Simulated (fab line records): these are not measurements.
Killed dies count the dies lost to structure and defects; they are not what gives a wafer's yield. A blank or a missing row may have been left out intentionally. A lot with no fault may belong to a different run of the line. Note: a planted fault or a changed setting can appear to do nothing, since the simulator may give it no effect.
Lot-split experiment ; flow n5Finfet ; 21 wafers read across 7 lots, on a route 1938 steps long

## THE SPLIT ITSELF
At N5_BEOL_M0_CUTY_DESCUM_61 (chemistry O2, time 7.9 s), the setting timeS was moved away from the recipe's 7.9 s on 7 of the 21 wafers read, by -21.7% to +13.3%. For the rest of the wafers, this setting stayed at what the recipe calls for.

Between the split and the reading, the file records no step.

## THE READING
CAR-ArF-block_of_BEOL_M0_CUTY_COAT_51.thkNm (the simulator's own value, which no gauge read), in nm, at N5_BEOL_M0_CUTY_ETCH_62 (etches SiARC in CF4, time 58.5 s). The file gives no usual value for it. Average 118.8 nm, standard deviation 0.38 nm, over the 14 wafers here run with the recipe.

wafer;tool, chamber at the split;timeS as run, s;against the recipe;CAR-ArF-block_of_BEOL_M0_CUTY_COAT_51.thkNm, nm;against lot-mates on the recipe
L074.2;rieDiel-05, 0;7.9;recipe;117.8;-
L074.4;rieDiel-05, 1;7.9;recipe;118.4;-
L074.5;rieDiel-05, 3;7.9;recipe;118.4;-
L080.2;rieDiel-05, 2;7.9;recipe;119.2;-
L080.3;rieDiel-05, 0;7.9;recipe;119;-
L080.6;rieDiel-05, 2;7.9;recipe;118.8;-
L083.2;rieDiel-05, 2;7.9;recipe;119.2;-
L083.5;rieDiel-05, 3;8.818;+11.6%;118.4;-0.7
L083.6;rieDiel-05, 2;7.9;recipe;119;-
L084.1;rieDiel-05, 3;8.952;+13.3%;118.4;-0.2
L084.2;rieDiel-05, 0;7.9;recipe;118.6;-
L084.3;rieDiel-05, 1;8.952;+13.3%;118;-0.6
L087.2;rieDiel-01, 2;6.778;-14.2%;120;+0.8
L087.4;rieDiel-01, 0;6.778;-14.2%;120.2;+1.0
L087.5;rieDiel-01, 3;7.9;recipe;119.2;-
L092.2;rieDiel-01, 2,0;6.183;-21.7%;119.8;+1.2
L092.4;rieDiel-01, 2,0;6.183;-21.7%;119.8;+1.2
L092.6;rieDiel-01, 0;7.9;recipe;118.6;-
L094.1;rieDiel-03, 0;7.9;recipe;118.8;-
L094.4;rieDiel-03, 1;7.9;recipe;119;-
L094.5;rieDiel-03, 3;7.9;recipe;119;-
When a row names more than one chamber, that row covers several wafers, and the file does not tell which wafer ran in which chamber.

FIT RESULTS
A straight line over all 21 wafers: CAR-ArF-block_of_BEOL_M0_CUTY_COAT_51.thkNm changes by -0.0541 nm for each +1% of timeS; r = -0.81; the points scatter about the line by 0.38 nm.
The same after taking each lot's own level away (the mean of its wafers on the recipe; 21 wafers): -0.0517 nm for each +1%; r = -0.94; scatter 0.19 nm.
On that fit, the largest move of timeS shifts the reading by 1.1 nm.
Measured against the standard deviation above, the lots' own levels, which go from 118.20 to 119.20 nm, span 2.6 times it.
Hence the lot-to-lot level has little effect on the slope; both slopes agree.
Check: for one of the wafers moved furthest among these (-21.7%), held out of the fit, the line's prediction against its lot-mates is +1.16 nm. It came out at +1.2 nm against them.

## OTHER SPLITS ON THESE WAFERS
Before the reading, these wafers also passed through other splits. Each is held against what the fit with the lots' levels taken away leaves over:
other split on the same wafers;wafers away from the commonest value;r with CAR-ArF-block_of_BEOL_M0_CUTY_COAT_51.thkNm (lot level and that fit taken away)
N5_HKMG_FIN_EXPOSE_09 doseMj;8;+0.06
N5_HKMG_FIN_ETCH_32 sourceW;9;+0.09
N5_MOL_CONTACT_COAG_ALD_27 aldCycles;5;+0.11
N5_MOL_CONTACT_COAG_COAT_76 spinRpm;7;-0.44
N5_MOL_CONTACT_COAG_ALD_133 aldCycles;8;+0.29
N5_BEOL_M0_SAQP_ETCH_107 biasW;8;-0.23
N5_BEOL_M0_SAQP_COAT_87 spinRpm;9;-0.13
N5_BEOL_M0_CUTY_EXPOSE_54 doseMj;9;-0.18

## THE WHOLE CHAIN: every reading that the file lists as answering this split, in the file's order
step;what it does;reading;change (the file's fit);r (the file's)
N5_BEOL_M0_CUTY_DESCUM_61;chemistry O2, time 7.9 s;CAR-ArF-block_of_BEOL_M0_CUTY_COAT_51.thkNm (the simulator's own value, which no gauge read);-0.05 nm for each +1% of the setting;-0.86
N5_BEOL_M0_CUTY_ETCH_62;etches SiARC in CF4, time 58.5 s;CAR-ArF-block_of_BEOL_M0_CUTY_COAT_51.thkNm (the simulator's own value, which no gauge read);-0.053 nm for each +1% of the setting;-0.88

## THE FILE'S OWN FIT
CAR-ArF-block_of_BEOL_M0_CUTY_COAT_51.thkNm changes by -0.053 nm for each +1% of timeS, r = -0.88.
